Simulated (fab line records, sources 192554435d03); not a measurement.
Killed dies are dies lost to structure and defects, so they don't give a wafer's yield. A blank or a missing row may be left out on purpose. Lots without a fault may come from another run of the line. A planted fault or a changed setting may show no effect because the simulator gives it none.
fab line records | flow n5_finfet
record lots=24 wafers=72 last_day=18
route steps=1938 shown BEOL_M4@1058 BEOL_M5@1116
lots that met no fault: from a run of the same line without faults
start_h: hours from the record's first day to the start of the lot's first wafer shown | wait_h: hours since the lot's step before | " the same as in the row above | L1.1+2: a row that stands for several wafers | - no value, or no start given | * or withheld: withheld | < > ~ a bound
route shown NAME@n: a module of which the file shows steps, and the number in the route of the first | usual: mean/standard deviation of fault-free wafers | same: alike in all rows | chamber/n: place in a boat | sites: the reading at each site | _std_site: their standard deviation | _edge_site: outer sites' mean less inner sites' | radius_mm: how far each site lies from the wafer's centre | mask NAME#n: copy n | behind: the tool/chamber that last shaped the wafer | hold: why the lot was held/for how many hours/how that ended | device: the transistor (n, p or np) that didn't switch | end of line: the same wafers' tests at the end of the route | a step without rows: its recipe alone | killed: dies lost to structure and defects at the first sort, not the wafer's yield | map: a wafer's dies, x killed, . not, _ none there
set.NAME: the setting as run; set.NAME@STEP: as run at that earlier step | model.NAME: the simulator's own value behind a step, which no gauge read
steps of the route over a sample of lots; a table a step, a row a wafer
services: from which hour (start_h, from the record's first day; less than 0 if before it) a tool's chamber was out of use, for how many hours, and why
## steps
# step N5_BEOL_M4_INSPECT_30
# recipe mode=adi inspect_instrument=brightfield
# usual raw_defect_count=393/85
# columns lot.wafer tool chamber start_h wait_h raw_defect_count
L074.2 defect_inspect-01 - 155.46 0.0 559
L074.3 " - " " 513
L074.5 " - " " 413
L075.2 defect_inspect-02 - 173.19 0.0 314
L075.4 " - " " 428
L075.6 " - " " 312
L077.1 defect_inspect-01 - 173.76 0.1 627
L077.2 " - " " 617
L077.3 " - " " 588
L076.3 defect_inspect-02 - 178.88 0.0 480
L076.4 " - " " 453
L076.6 " - " " 447
L078.1 defect_inspect-01 - 187.46 0.1 396
L078.2 " - " " 372
L078.5 " - " " 396
L079.1 defect_inspect-02 - 188.29 0.1 383
L079.3 " - " " 561
L079.5 " - " " 432
L080.4 defect_inspect-02 - 196.45 0.0 389
L080.5 " - " " 356
L080.6 " - " " 316
L082.3 defect_inspect-01 - 210.51 0.0 435
L082.4 " - " " 521
L082.6 " - " " 542
L081.2 defect_inspect-01 - 210.77 0.0 476
L081.3 " - " " 450
L081.4 " - " " 488
L083.1 defect_inspect-01 - 212.04 0.1 406
L083.4 " - " " 450
L083.5 " - " " 373
L084.2 defect_inspect-01 - 214.84 0.0 322
L084.3 " - " " 394
L084.6 " - " " 283
L085.3 defect_inspect-02 - 233.98 0.0 349
L085.5 " - " " 399
L085.6 " - " " 253
L087.1 defect_inspect-02 - 246.46 0.1 309
L087.2 " - " " 378
L087.5 " - " " 247
L088.1 defect_inspect-01 - 249.46 0.1 345
L088.5 " - " " 419
L088.6 " - " " 341
L086.2 defect_inspect-02 - 250.30 0.0 375
L086.3 " - " " 393
L086.6 " - " " 368
L089.1 defect_inspect-01 - 255.24 0.1 450
L089.2 " - " " 393
L089.6 " - " " 286
L090.1 defect_inspect-02 - 259.51 0.1 300
L090.4 " - " " 259
L090.5 " - " " 255
L092.2 defect_inspect-01 - 262.27 0.0 355
L092.3 " - " " 529
L092.6 " - " " 502
L091.1 defect_inspect-02 - 262.45 0.1 417
L091.4 " - " " 253
L091.5 " - " " 215
L093.2 defect_inspect-02 - 283.58 0.0 350
L093.5 " - " " 365
L093.6 " - " " 239
L094.2 defect_inspect-01 - 297.41 0.0 428
L094.3 " - " " 308
L094.4 " - " " 442
L096.3 defect_inspect-02 - 299.98 0.0 382
L096.4 " - " " 343
L096.5 " - " " 303
L095.3 defect_inspect-02 - 300.34 0.0 520
L095.5 " - " " 360
L095.6 " - " " 414
L097.2 defect_inspect-01 - 302.23 0.1 572
L097.4 " - " " 465
L097.5 " - " " 330
# step N5_BEOL_M4_PRE_CLEAN_45
# recipe gas=H2/He time_s=30 temp_c=250
# usual heater_power_w=317/27
# columns lot.wafer tool chamber start_h wait_h heater_power_w
L074.2 pvd_sputter-03 - 162.14 0.0 305
L074.3 " - " " 272
L074.5 " - " " 277
L075.2 pvd_sputter-01 - 177.55 0.0 345
L075.4 " - " " 361
L075.6 " - " " 355
L077.1 pvd_sputter-03 - 182.34 0.0 305
L077.2 " - " " 299
L077.3 " - " " 272
L076.3 pvd_sputter-02 - 186.89 0.0 277
L076.4 " - " " 335
L076.6 " - " " 313
L078.1 pvd_sputter-03 - 190.44 0.0 279
L078.2 " - " " 298
L078.5 " - " " 294
L079.1 pvd_sputter-01 - 195.36 0.0 344
L079.3 " - " " 336
L079.5 " - " " 342
L080.4 pvd_sputter-03 - 199.31 0.0 301
L080.5 " - " " 301
L080.6 " - " " 300
L082.3 pvd_sputter-02 - 213.45 0.0 315
L082.4 " - " " 278
L082.6 " - " " 340
L081.2 pvd_sputter-01 - 213.99 0.0 351
L081.3 " - " " 344
L081.4 " - " " 342
L083.1 pvd_sputter-02 - 217.21 0.0 315
L083.4 " - " " 337
L083.5 " - " " 277
L084.2 pvd_sputter-03 - 221.94 0.0 307
L084.3 " - " " 305
L084.6 " - " " 302
L085.3 pvd_sputter-03 - 238.50 0.0 303
L085.5 " - " " 278
L085.6 " - " " 304
L087.1 pvd_sputter-03 - 251.08 0.0 299
L087.2 " - " " 276
L087.5 " - " " 304
L088.1 pvd_sputter-03 - 251.16 0.0 295
L088.5 " - " " 283
L088.6 " - " " 308
L086.2 pvd_sputter-01 - 251.35 0.0 368
L086.3 " - " " 346
L086.6 " - " " 357
L089.1 pvd_sputter-03 - 258.25 0.0 303
L089.2 " - " " 301
L089.6 " - " " 271
L090.1 pvd_sputter-02 - 261.66 0.0 272
L090.4 " - " " 328
L090.5 " - " " 335
L092.2 pvd_sputter-01 - 268.22 0.0 340
L092.3 " - " " 365
L092.6 " - " " 342
L091.1 pvd_sputter-01 - 268.30 0.0 349
L091.4 " - " " 347
L091.5 " - " " 346
L093.2 pvd_sputter-01 - 286.78 0.0 346
L093.5 " - " " 349
L093.6 " - " " 347
L094.2 pvd_sputter-02 - 300.98 0.0 337
L094.3 " - " " 317
L094.4 " - " " 331
L096.3 pvd_sputter-03 - 303.89 0.0 283
L096.4 " - " " 304
L096.5 " - " " 270
L095.3 pvd_sputter-02 - 304.50 0.0 335
L095.5 " - " " 338
L095.6 " - " " 314
L097.2 pvd_sputter-02 - 307.54 0.0 325
L097.4 " - " " 282
L097.5 " - " " 334
# step N5_BEOL_M5_HM_DEP_02
# recipe material=TiN target_thk_a=200 temp_c=25 chamber_pressure_pa=0.49996
# usual throttle_valve_pct=29.9/1.1
# columns lot.wafer tool chamber start_h wait_h throttle_valve_pct
L074.2 pvd_sputter-02 - 170.55 3.3 28.8
L074.3 " - " " 28.1
L074.5 " - " " 29.1
L075.2 pvd_sputter-01 - 185.37 2.6 31.1
L075.4 " - " " 30.0
L075.6 " - " " 30.9
L077.1 pvd_sputter-03 - 189.86 2.1 30.6
L077.2 " - " " 29.4
L077.3 " - " " 30.2
L076.3 pvd_sputter-02 - 193.23 1.3 28.2
L076.4 " - " " 29.0
L076.6 " - " " 28.2
L078.1 pvd_sputter-02 - 196.11 0.4 29.3
L078.2 " - " " 29.2
L078.5 " - " " 29.1
L079.1 pvd_sputter-01 - 203.52 2.9 30.8
L079.3 " - " " 30.0
L079.5 " - " " 32.1
L080.4 pvd_sputter-03 - 207.49 1.2 30.6
L080.5 " - " " 29.2
L080.6 " - " " 29.2
L082.3 pvd_sputter-01 - 219.24 0.6 32.3
L082.4 " - " " 30.7
L082.6 " - " " 30.3
L081.2 pvd_sputter-01 - 219.85 0.0 31.0
L081.3 " - " " 29.2
L081.4 " - " " 30.0
L083.1 pvd_sputter-01 - 225.70 1.8 30.2
L083.4 " - " " 29.1
L083.5 " - " " 30.0
L084.2 pvd_sputter-03 - 227.61 0.6 28.9
L084.3 " - " " 29.3
L084.6 " - " " 30.2
L085.3 pvd_sputter-03 - 244.26 0.4 30.2
L085.5 " - " " 29.2
L085.6 " - " " 30.5
L087.1 pvd_sputter-02 - 257.84 1.7 28.2
L087.2 " - " " 29.4
L087.5 " - " " 29.4
L088.1 pvd_sputter-03 - 257.87 1.4 30.4
L088.5 " - " " 30.4
L088.6 " - " " 30.4
L086.2 pvd_sputter-02 - 258.20 0.4 29.6
L086.3 " - " " 29.1
L086.6 " - " " 28.0
L089.1 pvd_sputter-01 - 267.12 3.6 31.0
L089.2 " - " " 29.2
L089.6 " - " " 30.1
L090.1 pvd_sputter-03 - 271.69 3.0 30.4
L090.4 " - " " 30.4
L090.5 " - " " 29.1
L092.2 pvd_sputter-01 - 273.66 0.3 32.0
L092.3 " - " " 30.2
L092.6 " - " " 29.4
L091.1 pvd_sputter-03 - 277.78 2.3 29.1
L091.4 " - " " 30.5
L091.5 " - " " 29.1
L093.2 pvd_sputter-01 - 292.48 0.1 30.1
L093.5 " - " " 29.9
L093.6 " - " " 28.9
L094.2 pvd_sputter-03 - 306.77 0.7 29.1
L094.3 " - " " 30.4
L094.4 " - " " 29.3
L096.3 pvd_sputter-02 - 310.24 1.2 28.9
L096.4 " - " " 29.6
L096.5 " - " " 29.8
L095.3 pvd_sputter-01 - 310.81 1.1 30.2
L095.5 " - " " 30.8
L095.6 " - " " 28.8
L097.2 pvd_sputter-01 - 314.09 1.6 29.9
L097.4 " - " " 32.4
L097.5 " - " " 29.5
# step N5_BEOL_M5_INSPECT_13
# recipe mode=adi inspect_instrument=brightfield
# usual raw_defect_count=401/100
# columns lot.wafer tool chamber start_h wait_h raw_defect_count
L074.2 defect_inspect-02 - 171.03 0.0 388
L074.3 " - " " 352
L074.5 " - " " 437
L075.2 defect_inspect-01 - 185.86 0.1 481
L075.4 " - " " 388
L075.6 " - " " 775
L077.1 defect_inspect-02 - 190.36 0.1 311
L077.2 " - " " 315
L077.3 " - " " 323
L076.3 defect_inspect-01 - 193.83 0.0 416
L076.4 " - " " 398
L076.6 " - " " 404
L078.1 defect_inspect-02 - 196.59 0.1 351
L078.2 " - " " 466
L078.5 " - " " 566
L079.1 defect_inspect-02 - 204.12 0.1 315
L079.3 " - " " 376
L079.5 " - " " 347
L080.4 defect_inspect-02 - 208.10 0.0 349
L080.5 " - " " 395
L080.6 " - " " 270
L082.3 defect_inspect-01 - 219.85 0.0 568
L082.4 " - " " 415
L082.6 " - " " 701
L081.2 defect_inspect-02 - 220.33 0.0 412
L081.3 " - " " 357
L081.4 " - " " 400
L083.1 defect_inspect-01 - 226.34 0.1 474
L083.4 " - " " 493
L083.5 " - " " 409
L084.2 defect_inspect-02 - 228.22 0.0 427
L084.3 " - " " 415
L084.6 " - " " 453
L085.3 defect_inspect-01 - 244.74 0.0 694
L085.5 " - " " 464
L085.6 " - " " 457
L087.1 defect_inspect-01 - 258.49 0.1 497
L087.2 " - " " 357
L087.5 " - " " 468
L088.1 defect_inspect-01 - 258.66 0.1 299
L088.5 " - " " 369
L088.6 " - " " 309
L086.2 defect_inspect-01 - 258.82 0.0 256
L086.3 " - " " 374
L086.6 " - " " 364
L089.1 defect_inspect-02 - 267.60 0.1 373
L089.2 " - " " 397
L089.6 " - " " 310
L090.1 defect_inspect-02 - 272.31 0.1 298
L090.4 " - " " 355
L090.5 " - " " 348
L092.2 defect_inspect-02 - 274.27 0.0 457
L092.3 " - " " 429
L092.6 " - " " 398
L091.1 defect_inspect-02 - 278.38 0.1 306
L091.4 " - " " 360
L091.5 " - " " 272
L093.2 defect_inspect-02 - 292.98 0.1 347
L093.5 " - " " 409
L093.6 " - " " 398
L094.2 defect_inspect-02 - 307.41 0.1 244
L094.3 " - " " 301
L094.4 " - " " 201
L096.3 defect_inspect-02 - 310.85 0.0 347
L096.4 " - " " 381
L096.5 " - " " 281
L095.3 defect_inspect-01 - 311.42 0.0 298
L095.5 " - " " 339
L095.6 " - " " 364
L097.2 defect_inspect-02 - 314.71 0.0 675
L097.4 " - " " 464
L097.5 " - " " 384
# step N5_BEOL_M5_ETCH_61
# recipe chemistry=CF4 target=SiARC target_depth_a=156 mask_material=CAR-EUV time_s=26 ion_energy_ev=80 pressure_mtorr=40 source_w=545 bias_w=36 Ar_flow_sccm=100 cf4_flow_sccm=100 ends=cleared
# usual chamber_pressure_mTorr=40.01/0.077 drypump_motor_current_A=5.6/0.45 etch_rf_on_time_s=25.9/0.61 oes_product_au=0.69/0.074 rf_vpp_V=184.0/1.2 showerhead_plenum_p_Torr=2.14/0.082 throttle_valve_pct=15.55/0.25
# columns lot.wafer tool chamber start_h wait_h chamber_pressure_mTorr drypump_motor_current_A etch_rf_on_time_s oes_product_au rf_hours_counter_h rf_vpp_V showerhead_plenum_p_Torr throttle_valve_pct
L074.2 rie_diel-04 1 171.34 0.0 39.98 5.0 25.9 0.57 232 183.8 2.10 15.74
L074.3 " 2 " " 39.93 4.9 25.8 0.64 172 184.2 2.05 15.58
L074.5 " 3 " " 40.08 5.4 26.2 0.73 - 184.6 2.28 15.12
L075.2 rie_diel-05 0 186.34 0.0 39.97 6.1 25.7 0.79 28 183.4 2.10 15.11
L075.4 " 3 " " 40.04 5.4 24.8 0.71 79 184.2 2.15 15.61
L075.6 " 2 " " 39.98 5.8 25.7 0.65 - 183.9 2.14 15.74
L077.1 rie_diel-04 2 191.02 0.0 40.01 5.0 25.8 0.64 178 184.1 2.04 15.60
L077.2 " 0 " " 40.02 6.3 25.1 0.74 50 184.2 2.08 15.67
L077.3 " 1 " " 40.04 5.0 26.3 0.57 239 183.0 2.10 15.75
L076.3 rie_diel-03 1 193.92 0.0 40.05 4.9 25.6 0.82 8 183.6 2.19 15.43
L076.4 " 2 " " 40.00 6.0 26.7 0.59 220 183.6 2.04 15.64
L076.6 " 2 " " 39.93 5.9 27.1 0.59 - 184.1 2.04 15.65
L078.1 rie_diel-03 3 196.68 0.0 40.09 5.9 25.4 0.76 28 183.7 2.19 15.46
L078.2 " 0 " " 39.96 5.8 26.4 0.61 179 184.9 2.22 16.01
L078.5 " 0 " " 40.00 5.7 26.4 0.61 - 184.7 2.22 16.02
L079.1 rie_diel-04 1 204.78 0.0 39.93 5.0 26.4 0.57 242 183.3 2.10 15.76
L079.3 " 2 " " 40.04 5.0 25.6 0.64 183 181.7 2.04 15.60
L079.5 " 2 " " 40.02 5.0 25.6 0.64 - 184.3 2.04 15.60
L080.4 rie_diel-04 3 208.23 0.0 39.92 5.4 26.2 0.72 43 185.4 2.28 15.15
L080.5 " 2 " " 40.04 5.0 25.6 0.63 - 182.1 2.04 15.60
L080.6 " 3 " " 39.98 5.4 26.3 0.72 - 184.6 2.28 15.16
L082.3 rie_diel-03 3 219.94 0.0 40.10 5.9 25.5 0.76 36 184.5 2.19 15.49
L082.4 " 1 " " 40.06 4.9 24.9 0.80 16 184.9 2.19 15.42
L082.6 " 0 " " 40.05 5.7 26.7 0.61 - 184.6 2.21 16.04
L081.2 rie_diel-03 1 220.42 0.0 40.04 4.9 24.8 0.81 16 184.4 2.19 15.44
L081.3 " 2 " " 40.07 6.0 26.4 0.60 228 182.8 2.03 15.64
L081.4 " 0 " " 39.93 5.8 26.8 0.60 187 185.8 2.21 16.02
L083.1 rie_diel-04 0 226.42 0.0 40.02 6.3 24.9 0.73 59 182.9 2.07 15.67
L083.4 " 3 " " 39.96 5.4 25.9 0.72 47 184.5 2.28 15.15
L083.5 " 1 " " 40.01 5.0 25.6 0.57 - 184.7 2.10 15.75
L084.2 rie_diel-03 0 228.55 0.0 39.98 5.8 26.8 0.61 190 186.0 2.21 16.05
L084.3 " 1 " " 39.99 4.9 24.9 0.80 19 184.3 2.19 15.45
L084.6 " 2 " " 40.00 6.0 26.6 0.59 - 182.9 2.03 15.68
L085.3 rie_diel-04 2 244.95 0.0 40.03 5.0 25.5 0.63 194 183.3 2.04 15.62
L085.5 " 3 " " 40.02 5.4 26.1 0.70 - 184.9 2.27 15.16
L085.6 " 0 " " 39.95 6.3 25.1 0.72 - 182.4 2.07 15.69
L087.1 rie_diel-05 2 258.66 0.0 39.99 5.8 26.4 0.62 162 184.6 2.14 15.77
L087.2 " 3 " " 40.06 5.5 25.6 0.68 102 183.7 2.15 15.65
L087.5 " 0 " " 40.01 6.1 26.1 0.76 - 183.0 2.10 15.17
L088.1 rie_diel-03 0 258.78 0.0 39.97 5.7 26.9 0.59 199 185.6 2.21 16.06
L088.5 " 2 " " 39.98 6.0 26.8 0.59 - 182.4 2.03 15.68
L088.6 " 3 " " 40.00 5.9 25.6 0.73 - 185.1 2.18 15.51
L086.2 rie_diel-04 0 258.96 0.0 39.96 6.3 25.3 0.71 70 185.0 2.07 15.72
L086.3 " 3 " " 40.04 5.4 26.1 0.71 58 186.9 2.27 15.19
L086.6 " 0 " " 40.02 6.3 24.9 0.72 - 183.1 2.07 15.71
L089.1 rie_diel-03 1 268.00 0.0 40.02 4.9 24.4 0.78 32 184.3 2.18 15.47
L089.2 " 3 " " 39.98 5.9 25.4 0.73 51 185.5 2.18 15.53
L089.6 " 2 " " 39.91 6.0 26.5 0.58 - 183.4 2.03 15.68
L090.1 rie_diel-04 1 272.66 0.0 40.02 5.0 25.5 0.79 7 184.0 2.09 15.28
L090.4 " 3 " " 39.95 5.4 26.1 0.70 62 186.2 2.27 15.20
L090.5 " 0 " " 40.00 6.2 25.0 0.71 - 183.2 2.07 15.70
L092.2 rie_diel-03 1 274.35 0.0 39.96 4.9 25.0 0.78 34 184.5 2.18 15.47
L092.3 " 0 " " 40.00 5.8 26.7 0.59 203 184.9 2.21 16.08
L092.6 " 2 " " 40.03 6.0 26.7 0.57 - 183.0 2.03 15.71
L091.1 rie_diel-05 2 278.47 0.0 40.00 5.8 26.5 0.62 167 185.4 2.13 15.79
L091.4 " 1 " " 39.98 5.5 26.4 0.62 190 182.1 2.03 15.44
L091.5 " 3 " " 39.97 5.4 25.5 0.68 - 183.3 2.14 15.68
L093.2 rie_diel-05 2 293.07 0.0 40.80 5.8 26.5 0.62 171 184.5 2.13 15.79
L093.5 " 1 " " 40.05 5.5 26.1 0.61 - 182.8 2.03 15.45
L093.6 " 0 " " 40.03 6.1 26.5 0.74 - 183.7 2.09 15.19
L094.2 rie_diel-03 3 307.50 0.0 39.93 5.8 25.7 0.71 65 184.7 2.18 15.55
L094.3 " 2 " " 40.07 6.0 26.6 0.86 0 186.3 2.28 15.22
L094.4 " 0 " " 40.01 5.8 26.6 0.59 216 185.3 2.20 16.09
L096.3 rie_diel-04 3 310.97 0.0 39.99 5.4 26.2 0.69 74 184.6 2.27 15.21
L096.4 " 1 " " 40.04 5.0 25.8 0.76 - 182.4 2.09 15.32
L096.5 " 3 " " 39.99 5.4 26.2 0.68 - 184.6 2.27 15.22
L095.3 rie_diel-04 0 311.50 0.0 40.07 6.3 25.0 0.71 85 184.1 2.07 15.73
L095.5 " 1 " " 39.97 5.0 25.7 0.76 - 184.8 2.09 15.29
L095.6 " 3 " " 39.97 5.4 26.1 0.68 - 184.6 2.27 15.22
L097.2 rie_diel-05 1 315.14 0.0 39.97 5.5 26.0 0.61 204 183.1 2.03 15.45
L097.4 " 3 " " 39.98 5.4 25.7 0.68 113 183.8 2.14 15.68
L097.5 " 3 " " 39.95 5.4 25.5 0.67 - 184.7 2.14 15.69
# step N5_BEOL_M5_STRIP_64
# recipe chemistry=CF4 resist=SiARC power_w=300 bias_power_w=75 pressure_mtorr=50 cf4_flow_sccm=150 rf_frequency_hz=6e+07
# usual bias_power_w=75.01/0.22 chamber_pressure_mTorr=50.00/0.048 drypump_motor_current_A=5.6/0.45 oes_product_au=0.79/0.08 rf_vpp_V=271.0/1.7 showerhead_plenum_p_Torr=1.79/0.068 throttle_valve_pct=13.51/0.26
# columns lot.wafer tool chamber start_h wait_h bias_power_w chamber_pressure_mTorr drypump_motor_current_A oes_product_au rf_hours_counter_h rf_vpp_V showerhead_plenum_p_Torr throttle_valve_pct
L074.2 rie_diel-04 1 171.50 0.0 74.84 50.01 5.0 0.67 232 270.4 1.76 13.72
L074.3 " 2 " " 74.88 49.95 5.0 0.74 172 270.0 1.71 13.55
L074.5 " 3 " " 74.99 50.01 5.4 0.86 - 274.3 1.91 13.08
L075.2 rie_diel-05 0 186.49 0.0 75.23 49.99 6.1 0.90 28 272.3 1.76 13.07
L075.4 " 3 " " 75.04 50.02 5.4 0.81 80 270.0 1.80 13.55
L075.6 " 2 " " 75.26 50.00 5.8 0.74 - 272.0 1.79 13.69
L077.1 rie_diel-04 2 191.18 0.0 75.31 49.97 5.0 0.74 178 268.7 1.71 13.57
L077.2 " 0 " " 74.98 50.01 6.3 0.83 50 270.0 1.74 13.60
L077.3 " 1 " " 75.07 49.99 5.0 0.67 239 271.8 1.76 13.76
L076.3 rie_diel-03 1 194.07 0.0 75.06 49.96 4.9 0.93 8 272.4 1.84 13.35
L076.4 " 2 " " 75.23 49.96 6.0 0.70 220 270.6 1.70 13.64
L076.6 " 2 " " 75.10 49.99 5.9 0.70 - 269.9 1.70 13.63
L078.1 rie_diel-03 3 196.83 0.0 75.10 50.10 5.8 0.88 28 271.7 1.83 13.40
L078.2 " 0 " " 74.86 50.02 5.8 0.72 179 273.5 1.86 14.01
L078.5 " 0 " " 74.99 49.97 5.8 0.71 - 273.0 1.86 14.00
L079.1 rie_diel-04 1 204.93 0.0 75.31 50.09 5.0 0.66 242 270.1 1.76 13.75
L079.3 " 2 " " 75.01 49.95 5.0 0.73 183 269.1 1.71 13.58
L079.5 " 2 " " 75.22 50.08 5.0 0.73 - 269.0 1.71 13.58
L080.4 rie_diel-04 3 208.39 0.0 75.25 49.99 5.4 0.83 43 274.2 1.90 13.10
L080.5 " 2 " " 75.01 49.92 5.0 0.73 - 269.2 1.71 13.58
L080.6 " 3 " " 75.08 49.98 5.4 0.83 - 273.2 1.90 13.10
L082.3 rie_diel-03 3 220.09 0.0 74.84 49.93 5.9 0.87 36 271.4 1.83 13.41
L082.4 " 1 " " 75.27 50.04 4.9 0.91 16 271.7 1.84 13.35
L082.6 " 0 " " 74.87 50.00 5.7 0.71 - 271.2 1.86 14.02
L081.2 rie_diel-03 1 220.57 0.0 74.91 50.00 4.9 0.91 16 271.4 1.84 13.35
L081.3 " 2 " " 75.02 49.95 6.0 0.69 228 268.6 1.70 13.66
L081.4 " 0 " " 75.11 50.10 5.8 0.71 187 273.2 1.86 14.03
L083.1 rie_diel-04 0 226.58 0.0 75.13 50.10 6.3 0.83 59 271.3 1.74 13.62
L083.4 " 3 " " 74.86 49.97 5.4 0.83 47 273.3 1.90 13.11
L083.5 " 1 " " 75.58 49.96 5.0 0.65 - 269.1 1.75 13.78
L084.2 rie_diel-03 0 228.71 0.0 75.12 49.99 5.8 0.71 190 272.3 1.86 14.03
L084.3 " 1 " " 74.90 50.02 4.9 0.91 19 271.7 1.83 13.38
L084.6 " 2 " " 74.72 50.07 6.0 0.69 - 268.7 1.70 13.67
L085.3 rie_diel-04 2 245.10 0.0 75.15 49.94 5.0 0.72 194 268.8 1.70 13.60
L085.5 " 3 " " 74.91 50.04 5.4 0.82 - 273.5 1.90 13.12
L085.6 " 0 " " 74.82 50.10 6.3 0.82 - 269.8 1.74 13.63
L087.1 rie_diel-05 2 258.81 0.0 75.02 50.00 5.8 0.72 162 270.2 1.79 13.75
L087.2 " 3 " " 75.23 49.93 5.4 0.78 102 270.8 1.79 13.60
L087.5 " 0 " " 74.85 49.97 6.1 0.88 - 270.6 1.75 13.12
L088.1 rie_diel-03 0 258.93 0.0 75.01 50.00 5.8 0.70 199 271.6 1.86 14.05
L088.5 " 2 " " 75.09 49.93 6.0 0.68 - 269.2 1.70 13.68
L088.6 " 3 " " 75.37 49.97 6.0 0.85 - 272.3 1.83 13.43
L086.2 rie_diel-04 0 259.12 0.0 75.02 50.10 6.3 0.82 70 271.7 1.73 13.64
L086.3 " 3 " " 74.80 49.92 5.4 0.81 58 271.6 1.90 13.13
L086.6 " 0 " " 74.73 49.96 6.3 0.82 - 268.8 1.73 13.64
L089.1 rie_diel-03 1 268.16 0.0 74.88 49.99 4.9 0.87 32 272.9 1.83 13.40
L089.2 " 3 " " 75.17 49.98 5.9 0.85 51 271.1 1.83 13.45
L089.6 " 2 " " 75.39 50.01 6.0 0.68 - 268.2 1.70 13.70
L090.1 rie_diel-04 1 272.81 0.0 75.14 49.95 5.0 0.90 7 270.3 1.75 13.23
L090.4 " 3 " " 74.82 50.05 5.4 0.81 62 274.4 1.90 13.15
L090.5 " 0 " " 75.29 50.06 6.3 0.81 - 269.2 1.73 13.66
L092.2 rie_diel-03 1 274.51 0.0 74.97 50.09 4.9 0.88 34 270.9 1.83 13.42
L092.3 " 0 " " 74.81 49.96 5.8 0.71 203 272.0 1.85 14.06
L092.6 " 2 " " 74.96 49.97 6.0 0.68 - 269.6 1.69 13.72
L091.1 rie_diel-05 1 278.62 0.0 74.95 50.01 5.5 0.71 190 269.2 1.71 13.47
L091.4 " 3 " " 74.82 49.95 5.4 0.78 - 270.0 1.79 13.61
L091.5 " 1 " " 74.68 49.99 5.5 0.72 - 268.8 1.71 13.49
L093.2 rie_diel-05 2 293.22 0.0 74.97 49.98 5.8 0.72 171 271.6 1.78 13.76
L093.5 " 1 " " 75.54 50.02 5.5 0.71 - 271.2 1.71 13.50
L093.6 " 0 " " 74.63 50.02 6.1 0.86 - 270.8 1.75 13.14
L094.2 rie_diel-03 3 307.66 0.0 74.56 50.04 5.9 0.83 65 275.2 1.82 13.48
L094.3 " 2 " " 75.23 49.97 6.0 1.00 0 274.5 1.90 13.14
L094.4 " 0 " " 75.11 50.02 5.8 0.69 216 272.5 1.85 14.11
L096.3 rie_diel-04 3 311.12 0.0 75.02 50.06 5.4 0.79 75 274.2 1.89 13.18
L096.4 " 1 " " 75.01 49.95 5.0 0.87 - 268.8 1.75 13.23
L096.5 " 3 " " 75.46 49.90 5.4 0.80 - 274.3 1.89 13.17
L095.3 rie_diel-04 0 311.66 0.0 74.91 49.98 6.3 0.80 85 269.1 1.73 13.67
L095.5 " 1 " " 75.18 49.96 5.0 0.87 - 271.0 1.75 13.26
L095.6 " 3 " " 74.90 49.97 5.4 0.80 - 272.6 1.89 13.18
L097.2 rie_diel-05 1 315.29 0.0 74.76 50.07 5.5 0.70 204 269.5 1.71 13.51
L097.4 " 3 " " 75.27 49.98 5.4 0.78 113 271.8 1.79 13.61
L097.5 " 3 " " 75.08 49.98 5.4 0.77 - 271.3 1.79 13.61
## services
# columns tool chamber start_h hours kind
rie_diel-03 1 142.65 - clean
rie_diel-03 1 142.65 - consumable_replace:focus_ring
rie_diel-03 1 142.65 26.3 scheduled_down
rie_diel-03 1 142.65 26.3 vent_cycle
pvd_sputter-03 - 157.71 0.7 repair
rie_diel-03 2 161.67 4.7 repair
rie_diel-04 - 199.56 1.0 repair
rie_diel-04 1 231.91 - clean
rie_diel-04 1 231.91 - consumable_replace:focus_ring
rie_diel-04 1 231.91 14.9 scheduled_down
rie_diel-04 1 231.91 14.9 vent_cycle
rie_diel-05 - 243.98 0.4 repair
rie_diel-05 1 248.26 8.4 repair
rie_diel-05 - 265.91 4.3 pm
rie_diel-05 - 283.06 1.3 repair
rie_diel-03 2 284.87 - clean
rie_diel-03 2 284.87 - consumable_replace:focus_ring
rie_diel-03 2 284.87 - consumable_replace:showerhead
rie_diel-03 2 284.87 22.5 scheduled_down
rie_diel-03 2 284.87 22.5 vent_cycle
rie_diel-04 2 310.40 11.5 repair
## key
fault none
